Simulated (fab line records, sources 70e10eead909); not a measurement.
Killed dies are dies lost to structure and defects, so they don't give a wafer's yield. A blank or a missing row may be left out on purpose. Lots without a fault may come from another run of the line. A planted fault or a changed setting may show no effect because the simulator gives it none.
fab line records | flow nand_harc
record lots=13 wafers=39 last_day=34
route steps=1302 shown A_STAIRCASE@842 A_SGD_CUT@896
lots that met no fault: from a run of the same line without faults
start_h: hours from the record's first day to the start of the lot's first wafer shown | wait_h: hours since the lot's step before | " the same as in the row above | L1.1+2: a row that stands for several wafers | - no value, or no start given | * or withheld: withheld | < > ~ a bound
route shown NAME@n: a module of which the file shows steps, and the number in the route of the first | usual: mean/standard deviation of fault-free wafers | same: alike in all rows | chamber/n: place in a boat | sites: the reading at each site | _std_site: their standard deviation | _edge_site: outer sites' mean less inner sites' | radius_mm: how far each site lies from the wafer's centre | mask NAME#n: copy n | behind: the tool/chamber that last shaped the wafer | hold: why the lot was held/for how many hours/how that ended | device: the transistor (n, p or np) that didn't switch | end of line: the same wafers' tests at the end of the route | a step without rows: its recipe alone | killed: dies lost to structure and defects at the first sort, not the wafer's yield | map: a wafer's dies, x killed, . not, _ none there
set.NAME: the setting as run; set.NAME@STEP: as run at that earlier step | model.NAME: the simulator's own value behind a step, which no gauge read
steps of the route over a sample of lots; a table a step, a row a wafer
services: from which hour (start_h, from the record's first day; less than 0 if before it) a tool's chamber was out of use, for how many hours, and why
## steps
# step NHARC_A_STAIRCASE_ETCHBACK_416
# recipe target_depth_a=360 time_s=7.2 c4f8_flow_sccm=withheld o2_flow_sccm=8 ar_flow_sccm=withheld rf_w=600 bias_w=800 chemistry=C4F8/O2/Ar
# usual oes_product_au=0.94/0.031 rf_vpp_V=722/5.1
# columns lot.wafer tool chamber start_h wait_h oes_product_au rf_hours_counter_h rf_vpp_V
L264.4 rie_diel-08 1 - - 0.93 7 722
L264.6 " 3 " " 0.93 - 720
L264.5 " 0 " " 0.92 - 729
L265.3 rie_diel-07 2 - - 0.91 31 731
L265.4 " 3 " " 0.92 32 717
L265.5 " 3 " " 0.90 - 720
L268.4 rie_diel-07 2 435.54 1.6 0.92 39 730
L268.2 " 0 " " 0.93 38 717
L268.6 " 3 " " 0.92 - 717
L267.3 rie_diel-07 0 - - 0.90 38 716
L267.6 " 1 " " 0.92 - 726
L267.5 " 2 " " 0.93 - 730
L272.4 rie_diel-10 2 - - 1.01 21 717
L272.3 " 3 " " 1.00 18 718
L272.5 " 1 " " 0.99 - 723
L276.2 rie_diel-07 1 - - 0.92 13 726
L276.1 " 2 " " 0.93 13 730
L276.4 " 0 " " 0.92 11 717
L279.3 rie_diel-07 2 - - 0.94 23 730
L279.5 " 0 " " 0.94 - 716
L279.6 " 1 " " 0.93 - 727
L282.4 rie_diel-07 2 - - 0.93 27 729
L282.5 " 2 " " 0.93 - 730
L282.6 " 3 " " 0.92 - 718
L281.2 rie_diel-07 0 574.16 2.6 0.93 26 716
L281.3 " 1 " " 0.92 29 723
L281.1 " 2 " " 0.93 28 728
L283.3 rie_diel-10 0 - - 0.93 61 717
L283.6 " 3 " " 0.93 - 718
L283.5 " 0 " " 0.92 - 719
L284.2 rie_diel-10 3 - - 0.94 3 718
L284.1 " 2 " " 0.93 5 731
L284.6 " 0 " " 0.94 - 720
L285.1 rie_diel-07 3 - - 0.98 41 718
L285.2 " 1 " " 0.99 40 726
L285.6 " 3 " " 1.00 - 718
L286.4 rie_diel-07 3 - - 0.99 42 718
L286.3 " 1 " " 0.99 41 725
L286.5 " 0 " " 1.01 - 716
# step NHARC_A_STAIRCASE_STRIP_476
# recipe time_s=20 o2_flow_sccm=500 ar_flow_sccm=0 bias_w=0 chemistry=O2
# usual drypump_motor_current_A=5.7/0.39 oes_product_au=1.001/0.0094 rf_vpp_V=57.6/0.94 showerhead_plenum_p_Torr=3.50/0.17 throttle_valve_pct=17.037/0.0096
# columns lot.wafer tool chamber start_h wait_h drypump_motor_current_A oes_product_au rf_hours_counter_h rf_vpp_V showerhead_plenum_p_Torr throttle_valve_pct
L264.4 rie_diel-08 2 400.53 0.1 6.5 1.012 8 58.3 3.67 17.036
L264.5 " 1 " " 6.6 1.014 - 58.1 3.47 17.041
L264.6 " 2 " " 6.5 1.015 - 57.9 3.67 17.034
L265.3 rie_diel-07 0 405.01 0.1 5.9 0.989 28 58.1 3.32 17.039
L265.4 " 1 " " 5.3 0.996 23 57.1 3.63 17.034
L265.5 " 0 " " 6.0 0.976 - 56.7 3.32 17.042
L268.2 rie_diel-07 1 435.63 0.1 5.3 0.994 32 58.4 3.63 17.035
L268.4 " 0 " " 6.0 0.978 38 57.0 3.31 17.040
L268.6 " 1 " " 5.3 0.993 - 58.7 3.63 17.037
L267.3 rie_diel-07 3 436.73 0.1 5.4 0.993 42 55.8 3.38 17.031
L267.6 " 2 " " 6.1 1.001 - 58.3 3.79 17.043
L267.5 " 3 " " 5.4 0.993 - 58.4 3.38 17.029
L272.4 rie_diel-10 0 488.60 0.1 5.5 1.011 21 57.1 3.38 17.040
L272.3 " 1 " " 5.3 1.004 20 60.1 3.55 17.031
L272.5 " 0 " " 5.5 1.013 - 57.6 3.38 17.022
L276.2 rie_diel-07 1 518.44 0.1 5.3 0.998 13 57.4 3.61 17.032
L276.4 " 2 " " 6.2 0.996 13 58.7 3.77 17.050
L276.1 " 3 " " 5.4 0.987 11 56.9 3.37 17.049
L279.3 rie_diel-07 3 551.90 0.1 5.4 0.993 21 56.9 3.36 17.039
L279.6 " 1 " " 5.3 0.996 - 58.0 3.61 17.043
L279.5 " 2 " " 6.2 1.014 - 57.6 3.76 17.040
L282.4 rie_diel-07 0 569.07 0.1 6.0 1.013 26 57.6 3.29 17.040
L282.6 " 2 " " 6.2 1.000 - 58.7 3.76 17.015
L282.5 " 3 " " 5.4 0.998 - 57.0 3.36 17.037
L281.1 rie_diel-07 2 574.24 0.1 6.2 1.004 28 56.6 3.76 17.040
L281.2 " 3 " " 5.5 0.990 25 57.4 3.36 17.041
L281.3 " 0 " " 6.0 1.008 26 55.8 3.29 17.034
L283.3 rie_diel-10 2 596.74 0.1 5.6 1.013 64 57.7 3.29 17.033
L283.6 " 0 " " 5.5 1.006 - 56.9 3.36 17.043
L283.5 " 1 " " 5.3 0.990 - 57.6 3.53 17.039
L284.1 rie_diel-10 1 617.27 0.1 5.3 0.976 5 56.6 3.53 17.044
L284.2 " 3 " " 5.5 1.013 3 55.5 3.33 17.049
L284.6 " 1 " " 5.3 0.991 - 58.0 3.53 17.039
L285.1 rie_diel-07 0 619.25 0.1 6.0 1.006 39 56.8 3.29 17.037
L285.2 " 1 " " 5.3 0.991 40 57.0 3.60 17.043
L285.6 " 3 " " 5.4 0.989 - 57.0 3.35 17.057
L286.3 rie_diel-07 1 621.88 0.1 5.3 0.990 41 58.4 3.60 17.038
L286.4 " 3 " " 5.5 0.988 42 55.0 3.35 17.054
L286.5 " 1 " " 5.3 0.989 - 59.2 3.60 17.044
# step NHARC_A_STAIRCASE_CMP_152
# usual motor_current_A=12.4/1.1
# columns lot.wafer tool chamber start_h wait_h motor_current_A
L264.4 cmp-01 0 445.26 0.1 11.6
L264.6 " 2 " " 11.3
L264.5 " 3 " " 11.9
L265.3 cmp-04 2 445.29 0.1 12.6
L265.4 " 0 " " 11.4
L265.5 " 2 " " 12.6
L268.2 cmp-01 3 475.85 0.1 11.8
L268.4 " 0 " " 11.7
L268.6 " 2 " " 11.6
L267.3 cmp-03 1 480.46 0.1 12.8
L267.5 " 0 " " 11.4
L267.6 " 1 " " 12.4
L272.3 cmp-03 0 531.19 0.1 11.6
L272.4 " 1 " " 12.8
L272.5 " 1 " " 13.2
L276.4 cmp-04 2 561.20 0.1 13.3
L276.2 " 3 " " 10.7
L276.1 " 0 " " 11.4
L279.3 cmp-01 1 594.57 0.1 13.6
L279.6 " 2 " " 11.4
L279.5 " 3 " " 12.0
L282.4 cmp-01 2 613.77 0.1 11.3
L282.5 " 1 " " 12.8
L282.6 " 2 " " 10.9
L281.3 cmp-04 3 614.01 0.1 10.8
L281.2 " 0 " " 12.3
L281.1 " 1 " " 13.3
L283.3 cmp-03 1 641.80 0.1 12.9
L283.5 " 3 " " 14.8
L283.6 " 0 " " 11.1
L285.2 cmp-04 2 660.88 0.1 13.6
L285.1 " 0 " " 12.2
L285.6 " 3 " " 10.1
L284.2 cmp-03 0 661.19 0.1 12.0
L284.1 " 2 " " 12.1
L284.6 " 3 " " 14.8
L286.4 cmp-03 1 663.74 0.1 13.0
L286.3 " 2 " " 13.0
L286.5 " 3 " " 13.9
# step NHARC_A_SGD_CUT_SOFTBAKE_04
# recipe temp_c=105 time_s=55
# usual exhaust_pa=45.2/0.83 heater_power_total_W=188.45/0.13
# columns lot.wafer tool chamber start_h wait_h exhaust_pa heater_power_total_W
L264.4 litho_track-04 0 447 - 45.0 188.29
L264.5 " 0 " " 44.8 188.42
L264.6 " 0 " " 44.5 188.41
L265.3 litho_track-06 0 447 - 45.0 188.34
L265.4 " 0 " " 45.1 188.44
L265.5 " 0 " " 45.1 188.32
L268.2 litho_track-06 0 478 - 44.8 188.35
L268.4 " 0 " " 44.1 188.72
L268.6 " 0 " " 44.9 188.29
L267.3 litho_track-04 0 482 - 45.1 188.65
L267.5 " 0 " " 45.5 188.40
L267.6 " 0 " " 46.5 188.54
L272.3 litho_track-04 0 533 - 46.6 183.11
L272.4 " 0 " " 46.2 182.79
L272.5 " 0 " " 45.2 182.90
L276.1 litho_track-04 0 563 - 45.6 183.00
L276.2 " 0 " " 44.9 182.88
L276.4 " 0 " " 44.6 182.92
L279.3 litho_track-06 0 596 - 45.1 188.31
L279.5 " 0 " " 44.7 188.38
L279.6 " 0 " " 45.4 188.38
L282.4 litho_track-06 0 615 - 44.5 188.38
L282.5 " 0 " " 45.6 188.41
L282.6 " 0 " " 45.5 188.30
L281.1 litho_track-01 0 616 - 44.5 188.62
L281.2 " 0 " " 44.6 188.46
L281.3 " 0 " " 44.5 188.37
L283.3 litho_track-04 0 643 - 45.2 188.37
L283.5 " 0 " " 44.5 188.28
L283.6 " 0 " " 45.0 188.65
L285.1 litho_track-01 0 663 - 44.9 188.54
L285.2 " 0 " " 46.2 188.36
L285.6 " 0 " " 45.2 188.34
L284.1 litho_track-04 0 663 - 45.6 188.34
L284.2 " 0 " " 44.9 188.57
L284.6 " 0 " " 44.8 188.52
L286.3 litho_track-01 0 665 - 46.7 188.69
L286.4 " 0 " " 47.4 188.56
L286.5 " 0 " " 47.2 188.41
## services
# columns tool chamber start_h hours kind
litho_track-04 - 378.00 7.0 pm
rie_diel-10 1 394.34 6.8 repair
cmp-01 - 402.44 4.0 pm
rie_diel-10 3 419.27 15.5 repair
rie_diel-10 - 420.36 9.0 pm
rie_diel-10 1 436.12 3.5 repair
cmp-03 - 447.72 4.7 repair
cmp-03 - 456.21 4.0 pm
cmp-04 - 465.43 4.0 pm
rie_diel-07 - 473.60 9.0 pm
cmp-04 - 483.17 0.5 repair
cmp-01 - 500.44 4.0 pm
cmp-03 - 501.54 3.3 repair
cmp-04 - 514.02 1.7 repair
cmp-03 - 526.48 0.5 repair
litho_track-04 - 553.00 7.0 pm
cmp-03 - 554.21 4.0 pm
cmp-03 - 594.31 0.5 repair
rie_diel-10 - 597.36 9.0 pm
rie_diel-07 3 603.48 1.4 repair
rie_diel-07 - 605.21 2.0 repair
rie_diel-10 0 621.08 12.0 repair
rie_diel-07 - 650.61 9.0 pm
cmp-03 - 652.21 4.0 pm
## key
first_sign step=NHARC_A_SGD_CUT_SOFTBAKE_04 reading=heater_power_total_W direction=down sigmas=42 usual=* struck=*
effect none on later readings
met_at NHARC_A_SGD_CUT_SOFTBAKE_04
struck_lots L272,L276
tester_left_out L272,L276
not_acting_at NHARC_A_STAIRCASE_ETCHBACK_416,NHARC_A_STAIRCASE_STRIP_476,NHARC_A_STAIRCASE_CMP_152
onset_between 482 533
fault kind=process_parameter_drift tool=litho_track-04 chamber=- onset_h=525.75 steps=NHARC_A_SGD_CUT_SOFTBAKE_04 channel=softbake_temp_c offset=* shape=step end_h=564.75 acts_in=* stated=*
# tester_left_out: of these lots the tester's yield and bins aren't shown, on N5 and GAA mostly nor the transistor test; their killed dies are dies lost to structure and defects alone, not to doping, threshold or leakage, so they don't give the yield
